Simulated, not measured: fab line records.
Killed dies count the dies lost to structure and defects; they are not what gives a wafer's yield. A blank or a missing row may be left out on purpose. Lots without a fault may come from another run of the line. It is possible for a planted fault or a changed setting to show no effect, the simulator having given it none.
Lot-split experiment | flow n5_finfet | route with 1938 steps; 7 lots, 21 wafers read

== THE SPLIT ==
At N5_BEOL_M4_DESCUM_33 (chemistry O2, time 7 s), the setting time_s was moved away from the recipe's 7 s on 5 of the 21 wafers read, by -17.8% to -15.3%. This setting was run at the recipe's value on the other wafers.

Split to reading: the file shows no intervening step.

== THE READING ==
CAR-EUV_of_BEOL_M4_COAT_22.thk_nm (the simulator's own value, which no gauge read), in nm, at N5_BEOL_M4_ETCH_77 (etches underlayer in N2/H2, target depth 6.5 nm, time 5.2 s). The file does not state a usual value for it. Across the 16 wafers here that went through the recipe, the average is 20.3 nm and the standard deviation 0.087 nm.

wafer  | tool, chamber at the split | time_s as run, s | against the recipe | CAR-EUV_of_BEOL_M4_COAT_22.thk_nm, nm | against lot-mates on the recipe
L081.1 | rie_diel-02, 1,3           | 5.754            | -17.8%             | 21                                    | +0.6
L081.5 | rie_diel-02, 1,3           | 5.754            | -17.8%             | 21                                    | +0.6
L081.4 | rie_diel-02, 0             | 7                | recipe             | 20.4                                  | -
L083.1 | rie_diel-01, 1             | 7                | recipe             | 20.4                                  | -
L083.4 | rie_diel-01, 2,1           | 7                | recipe             | 20.4                                  | -
L083.5 | rie_diel-01, 2,1           | 7                | recipe             | 20.4                                  | -
L084.1 | rie_diel-01, 3             | 7                | recipe             | 20.2                                  | -
L084.3 | rie_diel-01, 2,0           | 5.865            | -16.2%             | 20.8                                  | +0.6
L084.6 | rie_diel-01, 2,0           | 5.865            | -16.2%             | 20.8                                  | +0.6
L085.4 | rie_diel-06, 2,0           | 7                | recipe             | 20.4                                  | -
L085.5 | rie_diel-06, 2,0           | 7                | recipe             | 20.4                                  | -
L085.6 | rie_diel-06, 3             | 7                | recipe             | 20.4                                  | -
L086.2 | rie_diel-01, 3,2,2         | 7                | recipe             | 20.2                                  | -
L086.4 | rie_diel-01, 3,2,2         | 7                | recipe             | 20.2                                  | -
L086.6 | rie_diel-01, 3,2,2         | 7                | recipe             | 20.2                                  | -
L088.3 | rie_diel-06, 3             | 7                | recipe             | 20.4                                  | -
L088.4 | rie_diel-06, 1             | 7                | recipe             | 20.4                                  | -
L088.5 | rie_diel-06, 3             | 7                | recipe             | 20.4                                  | -
L095.3 | rie_diel-06, 0             | 7                | recipe             | 20.4                                  | -
L095.6 | rie_diel-06, 0             | 7                | recipe             | 20.4                                  | -
L095.4 | rie_diel-06, 1             | 5.928            | -15.3%             | 21.2                                  | +0.8
When a row names more than one chamber, that row covers several wafers, and the file does not tell which wafer ran in which chamber.

FIT RESULTS
A straight line over all 21 wafers: CAR-EUV_of_BEOL_M4_COAT_22.thk_nm changes by -0.0363 nm for each +1% of time_s; r = -0.92; the points scatter about the line by 0.11 nm.
The same after taking each lot's own level away (the mean of its wafers on the recipe; 21 wafers): -0.038 nm for each +1%; r = -0.98; scatter 0.056 nm.
The reading moves by 0.68 nm for the largest change in time_s, on that fit.
From 20.20 to 20.40 nm: that is the span of the lots' own levels, equal to 2.3 times the standard deviation above.
So the lot-to-lot level changes the slope little: the two slopes agree.
Check: for one of the wafers moved furthest among these (-17.8%), held out of the fit, the line's prediction against its lot-mates is +0.7 nm. Against them it came out at +0.6 nm.

== THE OTHER SPLITS THESE WAFERS WENT THROUGH ==
These wafers also went through other splits before the reading. Each is held against what the fit with the lots' levels taken away leaves over:
other split on the same wafers | wafers away from the commonest value | r with CAR-EUV_of_BEOL_M4_COAT_22.thk_nm (lot level and that fit taken away)
N5_BEOL_M4_ILD_DEP_00 time_s   | 8                                    | +0.15
N5_BEOL_M4_COAT_73 spin_rpm    | 5                                    | -0.33

== THE WHOLE CHAIN: every reading that the file lists as answering this split, in the file's order ==
step                 | what it does                                                | reading                                                                            | change (the file's fit)                | r (the file's)
N5_BEOL_M4_DESCUM_33 | chemistry O2, time 7 s                                      | CAR-EUV_of_BEOL_M4_COAT_22.thk_nm (the simulator's own value, which no gauge read) | -0.0422 nm for each +1% of the setting | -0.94
N5_BEOL_M4_ETCH_77   | etches underlayer in N2/H2, target depth 6.5 nm, time 5.2 s | CAR-EUV_of_BEOL_M4_COAT_22.thk_nm (the simulator's own value, which no gauge read) | -0.0401 nm for each +1% of the setting | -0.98

== THE FILE'S OWN FIT ==
CAR-EUV_of_BEOL_M4_COAT_22.thk_nm changes by -0.0401 nm for each +1% of time_s, r = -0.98.
